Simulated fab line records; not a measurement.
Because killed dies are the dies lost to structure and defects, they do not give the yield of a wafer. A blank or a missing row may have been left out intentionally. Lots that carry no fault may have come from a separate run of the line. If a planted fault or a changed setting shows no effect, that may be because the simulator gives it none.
Which tool is to blame? | flow nandHarc | 42 wafers from 14 lots sampled at 5 of the route's 1159 steps

## WHAT EACH GAUGE READ, for each wafer
NHARC_THIN_TSV_CD_MEAS_16. Usual: 1000.8 nm for cdNm, sd 1.3.
lot  | measured     | on       | cdNm (nm)            | flag
L325 | day 19 02:04 | cdSem-03 | 1000.6 1001.2 999.4  | 
L327 | day 19 16:09 | cdSem-01 | 1000.7 1000.8 998.3  | 
L329 | day 19 17:19 | cdSem-02 | 1000.1 1001.6 1001.6 | 
L328 | day 19 23:31 | cdSem-01 | 998.8 999.4 1000.6   | 
L331 | day 20 06:11 | cdSem-03 | 1002.1 1002.9 1000.7 | 
L332 | day 20 07:30 | cdSem-02 | 1000.6 999.0 999.3   | 
L330 | day 20 09:20 | cdSem-02 | 1002.2 1003.2 1002.3 | 
L336 | day 21 12:16 | cdSem-02 | 1000.6 1000.3 1000.5 | 
L337 | day 21 13:28 | cdSem-02 | 998.6 999.6 998.5    | 
L338 | day 21 20:34 | cdSem-01 | 1001.6 1000.6 1002.1 | 
L342 | day 23 05:48 | cdSem-02 | 1002.6 1000.8 999.2  | 
L344 | day 23 19:22 | cdSem-03 | 1001.2 1001.4 1000.6 | 
L347 | day 23 22:13 | cdSem-02 | 1001.1 999.0 1001.3  | 
L346 | day 23 23:31 | cdSem-03 | 1003.3 1001.5 1003.5 | 

NHARC_THIN_TSV_CD_MEAS_33: the cd target is 5000 nm. Usual: 4999.2 nm for cdNm, sd 1.4.
lot  | measured     | on       | cdNm (nm)            | flag
L325 | day 19 07:02 | cdSem-02 | 4998.4 4998.8 4997.7 | 
L327 | day 19 21:35 | cdSem-03 | 4998.0 4996.6 4997.7 | 
L329 | day 19 22:30 | cdSem-03 | 5000.5 5001.0 4998.8 | 
L328 | day 20 05:04 | cdSem-03 | 4997.9 4996.6 4997.8 | 
L331 | day 20 11:31 | cdSem-01 | 4996.0 4998.5 4997.2 | 
L332 | day 20 12:55 | cdSem-02 | 5001.1 5000.5 5000.7 | 
L330 | day 20 14:37 | cdSem-03 | 4998.1 4999.4 4999.0 | 
L336 | day 21 17:43 | cdSem-01 | 5000.2 4999.0 5000.2 | 
L337 | day 21 18:23 | cdSem-02 | 4999.4 4999.9 4999.8 | 
L338 | day 22 01:26 | cdSem-03 | 4999.5 4998.8 4999.0 | 
L342 | day 23 10:46 | cdSem-01 | 5000.1 4999.9 5000.9 | 
L344 | day 24 00:43 | cdSem-03 | 4998.2 4995.3 4998.7 | 
L347 | day 24 03:10 | cdSem-02 | 4998.0 4998.4 4999.1 | 
L346 | day 24 04:29 | cdSem-01 | 5000.4 5000.4 5000.0 | 

NHARC_END_SORT_01. Usual: killedAtArray 27, standard deviation 11; killedAtOther 0.8, standard deviation 1.4; killedAtPeriphery 3.3, standard deviation 2; killedDies 31, standard deviation 11; killedOpen 3.4, standard deviation 1.8; killedShort 2.1, standard deviation 1.3.
lot  | measured     | on        | killedAtArray | killedAtOther | killedAtPeriphery | killedDies | killedOpen | killedShort | flag
L336 | day 22 04:15 | prober-01 | 53 81 71      | 0 2 0         | 2 5 5             | 55 88 76   | 3 4 0      | 2 2 3       | OFF
L337 | day 22 09:11 | prober-02 | 88 79 64      | 0 0 0         | 1 4 1             | 89 83 65   | 3 3 2      | 2 2 2       | OFF

## EACH LOT AND THE TOOL THAT RAN IT (in order: tool; ch and the chambers of the sampled wafers; start)
lot  | NHARC_A_BLC_PRE_CLEAN_31    | NHARC_THIN_TSV_DEGAS_49
L325 | pvdSputter-03, day 17 12:31 | pvdSputter-01, day 19 03:53
L327 | pvdSputter-01, day 18 06:04 | pvdSputter-03, day 19 18:27
L329 | pvdSputter-03, day 18 07:43 | pvdSputter-01, day 19 19:15
L328 | pvdSputter-01, day 18 18:56 | pvdSputter-03, day 20 01:56
L331 | pvdSputter-02, day 19 00:05 | pvdSputter-01, day 20 08:28
L332 | pvdSputter-01, day 19 01:29 | pvdSputter-02, day 20 09:26
L330 | pvdSputter-02, day 19 04:41 | pvdSputter-02, day 20 11:31
L336 | pvdSputter-01, day 20 05:53 | pvdSputter-01, day 21 14:34
L337 | pvdSputter-01, day 20 09:23 | pvdSputter-03, day 21 15:16
L338 | pvdSputter-03, day 20 15:26 | pvdSputter-01, day 21 22:27
L342 | pvdSputter-03, day 22 01:25 | pvdSputter-01, day 23 07:36
L344 | pvdSputter-03, day 22 13:02 | pvdSputter-02, day 23 21:31
L347 | pvdSputter-03, day 22 14:21 | pvdSputter-02, day 24 00:09
L346 | pvdSputter-02, day 22 19:38 | pvdSputter-01, day 24 01:28
- NHARC_A_BLC_PRE_CLEAN_31: time 15 s.
- NHARC_THIN_TSV_DEGAS_49: time 120 s.

## AS READ BY THE TOOLS THEMSELVES (means over the sampled wafers that have a number; for cases with no such wafer, the mark the record gives instead)
NHARC_THIN_TSV_DEGAS_49. Usual: 478 W for heaterPowerW, sd 31.
lot  | tool          | heaterPowerW (W) | flag
L325 | pvdSputter-01 | 441              | 
L327 | pvdSputter-03 | 464              | 
L329 | pvdSputter-01 | 483              | 
L328 | pvdSputter-03 | 470              | 
L331 | pvdSputter-01 | 480              | 
L332 | pvdSputter-02 | 503              | 
L330 | pvdSputter-02 | 520              | 
L336 | pvdSputter-01 | 486              | 
L337 | pvdSputter-03 | 497              | 
L338 | pvdSputter-01 | 494              | 
L342 | pvdSputter-01 | 476              | 
L344 | pvdSputter-02 | 525              | 
L347 | pvdSputter-02 | 507              | 
L346 | pvdSputter-01 | 471              | 

## THE ANSWER, worked out from the rows above alone
Rule: lot off if the mean of its wafers having a number is beyond 3 standard deviations from the usual mean. A lot without any number at a reading at which 4 lots or more have one is off too. The other lots that the step has rows for count as sound. The gauges are gone through in route order, then the tools' own readings, and for those a lot's mean is taken as printed above. The first step at which some lot is off is used, and at that step the reading that is off furthest; a lot without a number counts as furthest.
Off, at NHARC_END_SORT_01 on killedAtArray: L336, L337. Neither off nor sound, because the step has no rows for them: L325, L327, L329, L328, L331, L332, L330, L338, L342, L344, L347, L346.
If a tool, at a process step before that reading, ran all the lots that are off and no sound lot after the first of them, it fits. The gauges at NHARC_END_SORT_01 are tried like those tools. One fits: pvdSputter-01 at NHARC_A_BLC_PRE_CLEAN_31. It ran no sound lot before its first lot that is off in this sample, so the start can't be narrowed down.

## WHAT HAD BEEN PUT IN BY THE SIMULATOR
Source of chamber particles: pvdSputter-01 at NHARC_A_BLC_PRE_CLEAN_31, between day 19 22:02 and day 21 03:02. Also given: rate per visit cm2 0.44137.
Lots struck among those shown: L336, L337. Same finding as the rule above.
